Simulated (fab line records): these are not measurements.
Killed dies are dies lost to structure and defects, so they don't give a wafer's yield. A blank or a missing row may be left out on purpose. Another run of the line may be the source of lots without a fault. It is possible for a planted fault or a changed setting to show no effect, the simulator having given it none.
Chamber matching / flow n5Finfet / rieDiel-02 running N5_PMOS_HMC_CHANNEL_EPI_HM_OPEN_15: 4 sister chambers
The step chemistry CHF3/O2, target SiO2, target depth 40.6 nm, time 20.3 s. 8 wafers are shown with their chamber, then 10 later ones without.

== WAFERS PAIRED WITH THEIR CHAMBERS ==
wafer=L079.4; chamber=0; rfVppV (V)=514; throttleValvePct (%)=19.08
wafer=L087.1; chamber=0; rfVppV (V)=513; throttleValvePct (%)=19.09
wafer=L087.3; chamber=3; rfVppV (V)=531; throttleValvePct (%)=19.04
wafer=L090.3; chamber=1; rfVppV (V)=510; throttleValvePct (%)=19.31
wafer=L090.4; chamber=3; rfVppV (V)=532; throttleValvePct (%)=19.04
wafer=L090.6; chamber=2; rfVppV (V)=520; throttleValvePct (%)=19.25
wafer=L091.2; chamber=2; rfVppV (V)=520; throttleValvePct (%)=19.27
wafer=L091.4; chamber=1; rfVppV (V)=510; throttleValvePct (%)=19.33

== WAFERS MISSING THEIR CHAMBER ==
wafer=L091.6; rfVppV (V)=531; throttleValvePct (%)=19.04
wafer=L092.4; rfVppV (V)=521; throttleValvePct (%)=19.26
wafer=L092.5; rfVppV (V)=508; throttleValvePct (%)=19.33
wafer=L092.6; rfVppV (V)=530; throttleValvePct (%)=19.04
wafer=L093.1; rfVppV (V)=509; throttleValvePct (%)=19.30
wafer=L093.5; rfVppV (V)=531; throttleValvePct (%)=19.05
wafer=L093.6; rfVppV (V)=513; throttleValvePct (%)=18.73
wafer=L095.2; rfVppV (V)=530; throttleValvePct (%)=19.06
wafer=L095.3; rfVppV (V)=520; throttleValvePct (%)=19.27
wafer=L095.4; rfVppV (V)=514; throttleValvePct (%)=18.74

== WHICH CHAMBER EACH WENT THROUGH ==
wafer=L091.6; from the rows above=3; in truth=3
wafer=L092.4; from the rows above=2; in truth=2
wafer=L092.5; from the rows above=1; in truth=1
wafer=L092.6; from the rows above=3; in truth=3
wafer=L093.1; from the rows above=1; in truth=1
wafer=L093.5; from the rows above=3; in truth=3
wafer=L093.6; from the rows above=0; in truth=0
wafer=L095.2; from the rows above=3; in truth=3
wafer=L095.3; from the rows above=2; in truth=2
wafer=L095.4; from the rows above=0; in truth=0
Placed correctly: 10 of 10. Number that these rows cannot place: 0. 0 placed wrongly.
How it was worked out, from the rows above alone: a wafer's distance from a chamber is the root of the sum, over the readings, of the square of ((its reading less the chamber's mean) divided by the reading's scatter). The wafer belongs to the nearest chamber; if the next one is less than 2 further off, it can't be placed. A chamber's mean is the mean of its shown wafers. The scatter is the square root of a quotient: the sum, over the shown wafers, of each reading's squared deviation from its chamber's mean, divided by wafers minus chambers.
